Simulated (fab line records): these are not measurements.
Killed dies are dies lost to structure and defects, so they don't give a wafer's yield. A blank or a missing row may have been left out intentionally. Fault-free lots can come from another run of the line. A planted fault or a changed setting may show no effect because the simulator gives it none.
2 desks, one fault	flow n5-finfet	what lay behind the numbers comes last; until then each desk has only its own

== THE METROLOGY DESK ==
Means of the sampled wafers that have a number, per lot and without regard to the tool the lot ran on: this is what the gauges read. A lot is out of limits, marked OUT, if its mean lies more than 4 standard deviations from the usual mean; the brackets give that distance. Readings shown: 7 of its 10, picked as those furthest out on some lot.
Columns: A = DIBL_N at N5_BEOL_M4_RC_MEAS_101, usual 37.1 mV/V; B = DIBL_P at N5_BEOL_M4_RC_MEAS_101, usual 38 mV/V; C = IOFF_P at N5_BEOL_M4_RC_MEAS_101, usual 0.25 nA/um; D = ION_P at N5_BEOL_M4_RC_MEAS_101, usual 467 uA/um; E = SS_P at N5_BEOL_M4_RC_MEAS_101, usual 73.7 mV/dec; F = VT_N at N5_BEOL_M4_RC_MEAS_101, usual 249 mV; G = VT_P at N5_BEOL_M4_RC_MEAS_101, usual -248 mV
lot	first seen here	A	B	C	D	E	F	G
L323	day 11 05:18	36.2	35	0.23	470	73.0	247	-248
L324	day 11 17:44	36.8	38	0.27	474	74.1	244	-244
L326	day 12 09:07	34.5	34	0.21	467	72.8	253	-248
L332	day 13 06:21	36.2	37	0.21	465	73.5	250	-249
L334	day 14 11:16	34.7	33	0.18	461	73.0	255	-253
L338	day 14 14:53	38.8	40	0.31	476	74.1	247	-243
L340	day 15 12:39	35.7	38	0.21	461	73.5	250	-252
L341	day 15 15:13	35.4	36	0.20	459	73.4	254	-252
L339	day 15 15:47	33.7	35	0.20	461	72.3	251	-251
This desk's finding: nothing out of limits on any of the 9 lots.

== FOR THE TOOL OWNER'S DESK: litho-track-04 ==
The tool's own readings at N5_MOL_CONTACT_COAG_COAT_75 (time 60 s, resist thk 60 nm): means of the sampled wafers that have a number, for each lot that ran on this tool. A lot is out of limits, marked OUT, if its mean lies more than 4 standard deviations from the usual mean; the brackets give that distance.
Columns: A = spin-speed-rpm at N5_MOL_CONTACT_COAG_COAT_75, usual 1500.1 rpm
lot	first seen here	A
L324	day 5 23:16	1500.3
L326	day 6 13:11	1499.8
L332	day 7 18:21	1563.9 (+58) OUT
L334	day 8 07:44	1563.6 (+58) OUT
This desk finds L332, L334 out of limits, L332 being first, at day 7 18:21 (spin-speed-rpm at N5_MOL_CONTACT_COAG_COAT_75). L324, L326: within limits.

== BROUGHT TOGETHER ==
An alarm could have come from the tool owner's desk at day 7 18:21, on L332, L334.
Metrology desk: nothing out of limits seen.
The metrology desk has L332, L334 on record, within its limits.
The lots listed all ran N5_MOL_CONTACT_COAG_COAT_75 on litho-track-04.

== WHAT THE SIMULATOR HAD PUT IN ==
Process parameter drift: litho-track-04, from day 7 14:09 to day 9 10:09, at N5_MOL_CONTACT_COAG_COAT_75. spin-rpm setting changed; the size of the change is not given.
Struck lots among those shown: L332, L334.
Time in hours from fault onset to the first out-of-limits reading at each desk: the tool owner's desk, 4.
